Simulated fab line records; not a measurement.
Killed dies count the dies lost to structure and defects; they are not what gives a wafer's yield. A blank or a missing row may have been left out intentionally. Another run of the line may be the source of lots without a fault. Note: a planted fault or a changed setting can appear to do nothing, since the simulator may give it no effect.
fab line records + flow n5-finfet
record:
- lots: 11
- wafers: 30
- last-day: 18
route steps=1938 shown BEOL_M5@1171 BEOL_M6@1194 PASSIVATION@1936
lots untouched by any fault: they come from a run of this same line in which no faults occurred
start-h: hours from the record's opening day to when the first of the lot's shown wafers began + wait-h: how many hours have passed since the lot's step before this one + " identical to the entry in the row above + L1.1+2: a single row standing in for several wafers + - no value present, or no start provided + * or withheld: withheld + < > ~ a bound
route shown NAME@n: names a module that has steps shown in the file, with the first one's number in the route + usual: mean/standard deviation of fault-free wafers + same: alike in all rows + chamber/n: place in a boat + sites: the reading at each site + _std_site: their standard deviation + _edge_site: mean of outer sites minus mean of inner sites + radius-mm: for every site, how far away it sits from the centre of the wafer + mask NAME#n: copy n + behind: the most recent tool/chamber to have shaped the wafer + hold: reason for holding the lot/hours on hold/outcome of the hold + device: names the non-switching transistor (n, p or np) + end of line: tests of these same wafers at the route's end + step lacking rows: just its recipe + killed: count of dies lost to structure and defects at first sort (not the wafer's yield) + map: a wafer's dies, x killed, . not, _ none there
set.NAME: the setting the step ran with; set.NAME@STEP: the setting that earlier step ran with + model.NAME: the simulator's own value behind a step, which no gauge read
a sample of lots followed through the steps of the route, with each step as a table and each wafer as a row
services: from which hour (start-h, from the record's first day; less than 0 if before it) a tool's chamber was out of use, for how many hours, and why
== steps ==
step: N5_BEOL_M5_PRE_CLEAN_45
recipe:
- gas: H2/He
- time-s: 30
- temp-c: 250
usual:
- heater-power-w: 329/32
- susceptor-temp-C: 250.02/0.18
same:
- time-s: 30
| lot.wafer | tool           | chamber | start-h | wait-h | heater-power-w | susceptor-temp-C |
|-----------|----------------|---------|---------|--------|----------------|------------------|
| L473.1    | pvd-sputter-02 | -       | 188.02  | 0.0    | 327            | 250.07           |
| L473.2    | "              | -       | "       | "      | 302            | 250.07           |
| L473.3    | "              | -       | "       | "      | 359            | 250.12           |
| L475.1    | pvd-sputter-03 | -       | 196.86  | 0.0    | 329            | 250.13           |
| L475.5    | "              | -       | "       | "      | 327            | 250.05           |
| L475.6    | "              | -       | "       | "      | 355            | 249.62           |
| L478.3    | pvd-sputter-02 | -       | 215.41  | 0.0    | 353            | 250.15           |
| L478.4    | "              | -       | "       | "      | 386            | 250.24           |
| L478.6    | "              | -       | "       | "      | 364            | 250.12           |
| L476.2    | pvd-sputter-03 | -       | 216.63  | 0.0    | 293            | 250.17           |
| L476.3    | "              | -       | "       | "      | 308            | 250.03           |
| L476.6    | "              | -       | "       | "      | 329            | 249.97           |
| L484.1    | pvd-sputter-01 | -       | 275.94  | 0.0    | 316            | 250.07           |
| L484.2    | "              | -       | "       | "      | 318            | 249.95           |
| L482.1    | pvd-sputter-01 | -       | 276.72  | 0.0    | 296            | 249.90           |
| L482.4    | "              | -       | "       | "      | 323            | 250.02           |
| L487.1    | pvd-sputter-02 | -       | 280.49  | 0.0    | 330            | 250.26           |
| L487.2    | "              | -       | "       | "      | 393            | 250.19           |
| L488.1    | pvd-sputter-02 | -       | 287.83  | 0.0    | 373            | 249.99           |
| L488.2    | "              | -       | "       | "      | 392            | 249.81           |
| L488.5    | "              | -       | "       | "      | 367            | 250.18           |
| L490.3    | pvd-sputter-03 | -       | 308.89  | 0.0    | 358            | 250.20           |
| L490.4    | "              | -       | "       | "      | 296            | 250.19           |
| L490.5    | "              | -       | "       | "      | 296            | 250.30           |
| L493.1    | pvd-sputter-01 | -       | 314.36  | 0.0    | 317            | 250.15           |
| L493.2    | "              | -       | "       | "      | 321            | 249.82           |
| L493.4    | "              | -       | "       | "      | 359            | 249.76           |
| L495.1    | pvd-sputter-01 | -       | 340.05  | 0.0    | 356            | 249.65           |
| L495.2    | "              | -       | "       | "      | 288            | 249.80           |
| L495.3    | "              | -       | "       | "      | 330            | 249.86           |
step: N5_BEOL_M5_ANNEAL_84
recipe:
- temp-c: 400
- time-s: 1800
- ambient: vacuum
usual:
- heater-power-w: 816/75
- susceptor-temp-C: 400.00/0.24
- susceptor_temp_C_max: 401.1/0.39
same:
- time-s: 1800
| lot.wafer | tool           | chamber | start-h | wait-h | heater-power-w | susceptor-temp-C | susceptor_temp_C_max |
|-----------|----------------|---------|---------|--------|----------------|------------------|----------------------|
| L473.1    | pvd-sputter-02 | -       | 190.97  | 0.0    | 906            | 400.08           | 400.9                |
| L473.2    | "              | -       | "       | "      | 991            | 399.90           | 401.0                |
| L473.3    | "              | -       | "       | "      | 813            | 399.83           | 401.2                |
| L475.1    | pvd-sputter-01 | -       | 200.94  | 0.0    | 782            | 399.65           | 400.7                |
| L475.5    | "              | -       | "       | "      | 717            | 399.98           | 401.0                |
| L475.6    | "              | -       | "       | "      | 762            | 400.34           | 401.5                |
| L478.3    | pvd-sputter-01 | -       | 218.21  | 0.0    | 900            | 400.15           | 402.0                |
| L478.4    | "              | -       | "       | "      | 774            | 399.64           | 401.0                |
| L478.6    | "              | -       | "       | "      | 795            | 399.46           | 400.7                |
| L476.2    | pvd-sputter-03 | -       | 220.02  | 0.0    | 816            | 399.91           | 400.8                |
| L476.3    | "              | -       | "       | "      | 745            | 399.64           | 400.3                |
| L476.6    | "              | -       | "       | "      | 736            | 399.96           | 400.7                |
| L484.1    | pvd-sputter-01 | -       | 279.02  | 0.0    | 790            | 400.08           | 401.0                |
| L484.2    | "              | -       | "       | "      | 911            | 399.75           | 401.3                |
| L482.1    | pvd-sputter-03 | -       | 279.65  | 0.0    | 809            | 400.02           | 401.4                |
| L482.4    | "              | -       | "       | "      | 733            | 399.89           | 401.0                |
| L487.1    | pvd-sputter-02 | -       | 283.48  | 0.0    | 746            | 399.87           | 401.2                |
| L487.2    | "              | -       | "       | "      | 1007           | 399.90           | 401.3                |
| L488.1    | pvd-sputter-02 | -       | 290.64  | 0.0    | 738            | 400.28           | 402.1                |
| L488.2    | "              | -       | "       | "      | 802            | 400.05           | 401.2                |
| L488.5    | "              | -       | "       | "      | 981            | 399.83           | 401.0                |
| L490.3    | pvd-sputter-03 | -       | 311.89  | 0.0    | 754            | 400.20           | 401.2                |
| L490.4    | "              | -       | "       | "      | 864            | 400.01           | 400.9                |
| L490.5    | "              | -       | "       | "      | 791            | 399.86           | 401.0                |
| L493.1    | pvd-sputter-01 | -       | 317.65  | 0.0    | 905            | 400.10           | 401.6                |
| L493.2    | "              | -       | "       | "      | 787            | 400.17           | 401.6                |
| L493.4    | "              | -       | "       | "      | 728            | 399.81           | 400.8                |
| L495.1    | pvd-sputter-01 | -       | 342.87  | 0.0    | 778            | 399.94           | 401.5                |
| L495.2    | "              | -       | "       | "      | 805            | 400.05           | 401.9                |
| L495.3    | "              | -       | "       | "      | 927            | 399.70           | 401.0                |
step: N5_BEOL_M6_ILD_DEP_00
recipe:
- material: SiCOH_lowk
- target-thk-a: 1797.5
- temp-c: 300
- precursor: DEMS/porogen
- pressure-torr: 5
- rf-w: 500
- time-s: 33.4
usual:
- heater-power-w: 295/41
- showerhead-plenum-p-Torr: 5.740/0.014
- showerhead-vpp-V: 1395/110
- susceptor-temp-C: 299.96/0.18
- throttle-valve-pct: 14.1/1.2
| lot.wafer | tool     | chamber | start-h | wait-h | heater-power-w | showerhead-plenum-p-Torr | showerhead-vpp-V | susceptor-temp-C | throttle-valve-pct |
|-----------|----------|---------|---------|--------|----------------|--------------------------|------------------|------------------|--------------------|
| L473.1    | pecvd-03 | 2       | 194.21  | 0.0    | 335            | 5.739                    | 1285             | 299.66           | 12.8               |
| L473.2    | "        | 1       | "       | "      | 250            | 5.746                    | 1598             | 299.88           | 15.8               |
| L473.3    | "        | 0       | "       | "      | 312            | 5.731                    | 1439             | 300.07           | 13.2               |
| L475.1    | pecvd-02 | 0       | 204.24  | 0.0    | 273            | 5.725                    | 1426             | 300.16           | 13.8               |
| L475.5    | "        | 0       | "       | "      | 270            | 5.720                    | 1426             | 299.73           | 13.8               |
| L475.6    | "        | 1       | "       | "      | 323            | 5.733                    | 1354             | 300.21           | 15.7               |
| L478.3    | pecvd-03 | 1       | 221.42  | 0.0    | 269            | 5.753                    | 1598             | 299.75           | 15.9               |
| L478.4    | "        | 2       | "       | "      | 286            | 5.729                    | 1291             | 300.13           | 13.2               |
| L478.6    | "        | 0       | "       | "      | 268            | 5.731                    | 1417             | 299.66           | 13.3               |
| L476.2    | pecvd-03 | 1       | 223.26  | 0.0    | 282            | 5.749                    | 1581             | 299.88           | 16.0               |
| L476.3    | "        | 2       | "       | "      | 293            | 5.738                    | 1255             | 300.15           | 12.7               |
| L476.6    | "        | 0       | "       | "      | 320            | 5.728                    | 1438             | 299.75           | 13.2               |
| L484.1    | pecvd-03 | 1       | 282.23  | 0.0    | 250            | 5.749                    | 1584             | -                | 15.6               |
| L484.2    | "        | 2       | "       | "      | 333            | 5.722                    | 1273             | 300.01           | 12.9               |
| L482.1    | pecvd-03 | 2       | 282.89  | 0.0    | 325            | 5.730                    | 1271             | -                | 13.0               |
| L482.4    | "        | 1       | "       | "      | 275            | 5.743                    | 1586             | 299.65           | 15.9               |
| L487.1    | pecvd-03 | 0       | 286.70  | 0.0    | 306            | 5.740                    | 1415             | -                | 13.1               |
| L487.2    | "        | 2       | "       | "      | 344            | 5.730                    | 1282             | 299.56           | 13.0               |
| L488.1    | pecvd-02 | 1       | 293.85  | 0.0    | 298            | 5.766                    | 1377             | 300.00           | 15.6               |
| L488.2    | "        | 0       | "       | "      | 280            | 5.715                    | 1382             | 299.81           | 13.7               |
| L488.5    | "        | 1       | "       | "      | 296            | 5.727                    | 1379             | 299.83           | 15.7               |
| L490.3    | pecvd-04 | 2       | 315.13  | 0.0    | 219            | 5.715                    | 1297             | 299.89           | 13.7               |
| L490.4    | "        | 2       | "       | "      | 222            | 5.727                    | 1286             | 300.12           | 13.9               |
| L490.5    | "        | 1       | "       | "      | 310            | 5.768                    | 1491             | 300.01           | 14.5               |
| L493.1    | pecvd-04 | 2       | 321.20  | 0.0    | 271            | 5.732                    | 1289             | 299.75           | 13.8               |
| L493.2    | "        | 0       | "       | "      | 303            | 5.740                    | 1350             | 300.04           | 13.6               |
| L493.4    | "        | 2       | "       | "      | 198            | 5.734                    | 1292             | 299.81           | 13.5               |
| L495.1    | pecvd-04 | 2       | 346.48  | 0.0    | 246            | 5.743                    | 1285             | 300.40           | 13.9               |
| L495.2    | "        | 1       | "       | "      | 325            | 5.775                    | 1483             | 300.06           | 14.3               |
| L495.3    | "        | 1       | "       | "      | 334            | 5.764                    | 1491             | 299.83           | 14.5               |
step: N5_BEOL_M6_THK_MEAS_01
recipe:
- reads: SiCOH_lowk_of_BEOL_M6_ILD_DEP_00
usual:
- M6_ILD_THK: 155.0/1.9
| lot.wafer | tool          | chamber | start-h | wait-h | M6_ILD_THK[nm] |
|-----------|---------------|---------|---------|--------|----------------|
| L473.1    | film-metro-01 | -       | 194.79  | 0.4    | 151.1          |
| L473.2    | "             | -       | "       | "      | 152.2          |
| L473.3    | "             | -       | "       | "      | 153.4          |
| L475.1    | film-metro-02 | -       | 204.84  | 0.4    | 155.2          |
| L475.5    | "             | -       | "       | "      | 155.4          |
| L475.6    | "             | -       | "       | "      | 158.2          |
| L478.3    | film-metro-01 | -       | 222.00  | 0.3    | 152.9          |
| L478.4    | "             | -       | "       | "      | 157.1          |
| L478.6    | "             | -       | "       | "      | 157.2          |
| L476.2    | film-metro-01 | -       | 225.30  | 1.3    | 154.3          |
| L476.3    | "             | -       | "       | "      | 154.8          |
| L476.6    | "             | -       | "       | "      | 156.9          |
| L484.1    | film-metro-01 | -       | 282.83  | 0.4    | 110.8          |
| L484.2    | "             | -       | "       | "      | 153.6          |
| L482.1    | film-metro-01 | -       | 283.49  | 0.4    | 112.1          |
| L482.4    | "             | -       | "       | "      | 155.9          |
| L487.1    | film-metro-01 | -       | 287.27  | 0.4    | 110.5          |
| L487.2    | "             | -       | "       | "      | 153.7          |
| L488.1    | film-metro-01 | -       | 294.43  | 0.4    | 150.4          |
| L488.2    | "             | -       | "       | "      | 155.2          |
| L488.5    | "             | -       | "       | "      | 155.6          |
| L490.3    | film-metro-01 | -       | 315.71  | 0.3    | 155.9          |
| L490.4    | "             | -       | "       | "      | 158.6          |
| L490.5    | "             | -       | "       | "      | 158.7          |
| L493.1    | film-metro-02 | -       | 321.80  | 0.4    | 157.0          |
| L493.2    | "             | -       | "       | "      | 151.1          |
| L493.4    | "             | -       | "       | "      | 156.7          |
| L495.1    | film-metro-02 | -       | 347.07  | 0.4    | 153.5          |
| L495.2    | "             | -       | "       | "      | 152.1          |
| L495.3    | "             | -       | "       | "      | 155.8          |
step: N5_BEOL_M6_HM_DEP_02
recipe:
- material: TiN
- target-thk-a: 200
- temp-c: 25
- chamber-pressure-pa: 0.49996
usual:
- susceptor-temp-C: 25.00/0.1
- throttle-valve-pct: 30.1/1.1
| lot.wafer | tool           | chamber | start-h | wait-h | susceptor-temp-C | throttle-valve-pct |
|-----------|----------------|---------|---------|--------|------------------|--------------------|
| L473.1    | pvd-sputter-03 | -       | 195.18  | 0.3    | 25.01            | 30.7               |
| L473.2    | "              | -       | "       | "      | 25.02            | 30.2               |
| L473.3    | "              | -       | "       | "      | 25.15            | 30.7               |
| L475.1    | pvd-sputter-01 | -       | 205.43  | 0.5    | 25.01            | 30.2               |
| L475.5    | "              | -       | "       | "      | 24.94            | 27.7               |
| L475.6    | "              | -       | "       | "      | 25.10            | 30.1               |
| L478.3    | pvd-sputter-03 | -       | 222.36  | 0.3    | 24.91            | 30.9               |
| L478.4    | "              | -       | "       | "      | 24.98            | 31.0               |
| L478.6    | "              | -       | "       | "      | 25.17            | 30.5               |
| L476.2    | pvd-sputter-03 | -       | 225.60  | 0.3    | 25.07            | 29.9               |
| L476.3    | "              | -       | "       | "      | 24.99            | 30.2               |
| L476.6    | "              | -       | "       | "      | 24.86            | 30.9               |
| L484.1    | pvd-sputter-03 | -       | 286.85  | 4.0    | 25.04            | 30.7               |
| L484.2    | "              | -       | "       | "      | 24.94            | 30.3               |
| L482.1    | pvd-sputter-02 | -       | 287.02  | 3.5    | 25.12            | 29.1               |
| L482.4    | "              | -       | "       | "      | 24.81            | 31.7               |
| L487.1    | pvd-sputter-02 | -       | 287.37  | 0.0    | 25.02            | 31.4               |
| L487.2    | "              | -       | "       | "      | 24.98            | 28.9               |
| L488.1    | pvd-sputter-02 | -       | 296.08  | 1.6    | 25.11            | 29.0               |
| L488.2    | "              | -       | "       | "      | 25.16            | 31.7               |
| L488.5    | "              | -       | "       | "      | 24.88            | 31.5               |
| L490.3    | pvd-sputter-03 | -       | 317.82  | 2.1    | 24.87            | 30.9               |
| L490.4    | "              | -       | "       | "      | 24.93            | 30.2               |
| L490.5    | "              | -       | "       | "      | 25.02            | 30.6               |
| L493.1    | pvd-sputter-01 | -       | 322.62  | 0.8    | 24.91            | 30.1               |
| L493.2    | "              | -       | "       | "      | 25.00            | 27.9               |
| L493.4    | "              | -       | "       | "      | 24.93            | 29.1               |
| L495.1    | pvd-sputter-03 | -       | 350.77  | 3.6    | 25.16            | 30.3               |
| L495.2    | "              | -       | "       | "      | 24.94            | 31.0               |
| L495.3    | "              | -       | "       | "      | 24.99            | 31.0               |
step: N5_PASSIVATION_PROBE_49
usual:
- defect-limited-yield: 91.0/1.5
- killed_at_M0_to_M3: 37/12
- killed_at_M4_up: 13/5
- killed-at-contacts: 13/6.1
- killed-at-front-end: 39/11
- killed-at-other: 4/3.2
- killed-dies: 106/17
- killed-open: 69/12
- killed-short: 35/7.9
- sort_bin_4_leakage: 0.00/0.007
- sort_bin_5_function: 5.3/1
- sort_bin_6_memory: 3.3/0.68
- sort-n-pass: 1074/17
- sort-yield-pct: 91.0/1.5
same:
- gross-dies: 1180
- killed-at-back-side: 0
- sort_bin_8_speed[%]: 0
| lot.wafer | tool      | chamber | start-h | wait-h | defect-limited-yield[%] | killed_at_M0_to_M3 | killed_at_M4_up | killed-at-contacts | killed-at-front-end | killed-at-other | killed-dies | killed-open | killed-short | sort_bin_4_leakage[%] | sort_bin_5_function[%] | sort_bin_6_memory[%] | sort-n-pass | sort-yield-pct[%] |
|-----------|-----------|---------|---------|--------|-------------------------|--------------------|-----------------|--------------------|---------------------|-----------------|-------------|-------------|--------------|-----------------------|------------------------|----------------------|-------------|-------------------|
| L482.4    | prober-02 | -       | 375.04  | 0.2    | 90.0                    | 44                 | 7               | 17                 | 40                  | 10              | 118         | 75          | 41           | 0                     | 5.8                    | 3.9                  | 1062        | 90.0              |
killed by level:class
L482.4 MOL_CONTACT_COAG:geometric-particle:open=17 BEOL_M0_SAQP:geometric-particle:open=13 BEOL_M0_SAQP:geometric-particle:short=12 STI_FIN_REVEAL:geometric-particle:open=9 FIN_SAQP:geometric-particle:open=6 PASS1_DEP:geometric-particle:short=6 GATE_CUT:geometric-particle:short=6 BEOL_M2:geometric-particle:open=6
== services ==
| tool           | chamber | start-h | hours | kind                          |
|----------------|---------|---------|-------|-------------------------------|
| pvd-sputter-03 | -       | 186.76  | 4.3   | repair                        |
| pecvd-02       | 0       | 189.16  | 5.0   | scheduled-down                |
| pecvd-04       | -       | 198.44  | 0.5   | repair                        |
| pecvd-02       | 2       | 202.38  | -     | clean                         |
| pecvd-02       | 2       | 202.38  | -     | consumable-replace:showerhead |
| pecvd-02       | 2       | 202.38  | 29.0  | scheduled-down                |
| pecvd-02       | 2       | 202.38  | 29.0  | vent-cycle                    |
| pecvd-04       | 2       | 216.90  | 6.0   | repair                        |
| pecvd-04       | 0       | 256.22  | 2.1   | scheduled-down                |
| pecvd-02       | 0       | 259.09  | 5.5   | scheduled-down                |
| pecvd-04       | 2       | 264.65  | 2.1   | scheduled-down                |
| pecvd-03       | 0       | 279.12  | 5.2   | repair                        |
| pecvd-03       | -       | 297.02  | 5.5   | pm                            |
| pecvd-02       | 0       | 298.21  | 2.1   | scheduled-down                |
| pecvd-04       | 1       | 317.67  | 5.5   | scheduled-down                |
| pecvd-02       | 1       | 325.62  | 5.5   | scheduled-down                |
| pecvd-02       | 1       | 333.33  | 8.4   | repair                        |
| pecvd-04       | 0       | 344.39  | 3.6   | repair                        |
== key ==
first-sign:
- step: N5_BEOL_M6_THK_MEAS_01
- reading: M6_ILD_THK
- direction: down
- sigmas: 23
- usual: 155.0
- struck: 111.1
effect none on later readings
met-at N5_BEOL_M6_ILD_DEP_00
struck-lots L482,L484,L487
struck-wafers L482.1,L484.1,L487.1
not-acting-at N5_BEOL_M5_PRE_CLEAN_45,N5_BEOL_M5_ANNEAL_84,N5_BEOL_M6_HM_DEP_02
onset-between 223.26 282.23
fault:
- kind: process-parameter-drift
- tool: pecvd-03
- chamber: -
- onset-h: 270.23
- steps: N5_BEOL_M6_ILD_DEP_00
- channel: time-s
- offset: *
- shape: step
- end-h: 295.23
- scope: struck-wafers-only
- acts-in: *
- stated: *
